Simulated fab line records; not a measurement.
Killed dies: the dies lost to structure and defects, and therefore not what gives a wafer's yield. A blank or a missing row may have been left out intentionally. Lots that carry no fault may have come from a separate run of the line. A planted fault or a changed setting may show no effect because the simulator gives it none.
Code-filled problem report in 8D (eight disciplines) form :: flow n5Finfet :: the parts of the form that need people (team, actions taken, sign-off) are left out

## 1. WHAT WENT WRONG
cdNm at N5_PASSIVATION_CD_MEAS_30 reads a mean of 3993.9 nm on 1 wafer of 1 lot; wafers without a fault read 3999.7 nm with a standard deviation of 1.4. Measured from the usual mean, that is -4.1 standard deviations.
The step: target cd 4000 nm.
Earliest sighting: wafer L127.4 on cdSem-02 at day 15 04:07. The record has a number at this step for 15 wafers belonging to 5 lots. By rule, "out" or "out of limits" means more than 4 standard deviations away from the usual mean. All remaining wafers that have a number are taken as sound.

## 2. WHAT IT IS AND WHAT IT IS NOT
question: which readings at this step
is: cdNm
is not: -

question: which lots
is: L127
is not: L120, L122, L125, L133

question: which wafers of those lots
is: L127.4
is not: L127.1, L127.5

question: read on which gauges
is: cdSem-02
is not: cdSem-01, cdSem-03

question: when
is: from day 15 04:07
is not: up to then (11 sound wafers); but 3 sound wafers of L133 came after

## 3. SUSPECTS, AND WHAT RULES EACH OUT
Counting: if a tool at a process step up to the reading ran every lot that is out, it stays a suspect. Sound lots after the first of them don't rule it out here, since some wafers of a struck lot are sound.
- the gauge at N5_PASSIVATION_CD_MEAS_30: kept. All the wafers that are out were read on cdSem-02, and no step on other tools shows them out.
Remaining after the count: cdSem-02 at N5_PASSIVATION_CD_MEAS_30.

## 4. THE CAUSE (what the simulator had put in)
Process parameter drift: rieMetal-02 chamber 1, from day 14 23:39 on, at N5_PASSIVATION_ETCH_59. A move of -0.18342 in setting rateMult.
Counting did not keep it: at no step up to the reading does the record show it running every lot that is out.

## 5. THE CHAIN OF EFFECTS, in route order
One row per reading whose mean, taken over the struck wafers that have a number, lies over 3 standard deviations from the usual. Scope: only readings with a usual standard deviation given in the record; hours: median across lots of the time from each lot's start at the first step in this table that gives one to its start at this step; sigmas: change in usual standard deviations.
hours: 0
step: N5_PASSIVATION_PROBE_49
reading: killedAtOther
usual: 3.2
on struck wafers: 12.0
change: +8.8
sigmas: +3.0
It contains these process steps:
- N5_PASSIVATION_PROBE_49
Later measuring or inspecting steps at which every struck wafer that the step has a row for has a number for every such reading, and none has moved that far: N5_PASSIVATION_CD_MEAS_44, N5_PASSIVATION_OVL_MEAS_66, N5_PASSIVATION_INSPECT_67.

## 6. HOW IT WOULD HAVE BEEN CAUGHT EARLIER
The first out-of-limits reading at a measuring or inspecting step in this record came at day 15 04:07, 4 hours after the fault's start at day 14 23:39.
